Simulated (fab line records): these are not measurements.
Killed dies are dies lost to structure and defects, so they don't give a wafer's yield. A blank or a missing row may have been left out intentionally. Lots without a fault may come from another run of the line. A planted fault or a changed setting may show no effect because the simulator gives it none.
Matching of chambers -- flow nand harc -- NHARC_A_STAIRCASE_CMP_450 on cmp-03: 4 sister chambers
The step polishes SiO2, target thk 200 nm. 4 wafers are shown with their chamber, then 8 later ones without.

== EACH WAFER AND ITS CHAMBER ==
wafer,chamber,motor current A (A)
L074.4,3,9.4
L085.4,2,12.9
L089.6,0,10.5
L091.1,1,13.1

== WAFERS WITH NO CHAMBER GIVEN ==
wafer,motor current A (A)
L091.3,9.5
L091.5,13.0
L097.2,12.5
L097.3,12.9
L097.4,9.2
L095.1,12.3
L095.3,9.3
L095.5,12.7

== WHICH CHAMBER EACH WENT THROUGH ==
wafer,from the rows above,in truth
L091.3,3,3
L091.5,can't be placed: 1 or 2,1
L097.2,can't be placed: 2 or 1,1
L097.3,can't be placed: 2 or 1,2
L097.4,3,3
L095.1,can't be placed: 2 or 1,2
L095.3,3,3
L095.5,can't be placed: 2 or 1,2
Placed correctly: 3 of 8. Unplaceable from these rows: 5, with the true chamber sitting among the candidates in 5. 0 placed wrongly.
How it was worked out, from the rows above alone: a wafer's distance from a chamber is the root of the sum, over the readings, of the square of ((its reading less the chamber's mean) divided by the reading's scatter). The wafer belongs to the nearest chamber; if the next one is less than 2 further off, it can't be placed. The mean given for a chamber averages the wafers shown for that chamber. The scatter: root of mean squared gap, hidden wafer to nearest shown wafer, with one shown wafer a chamber.
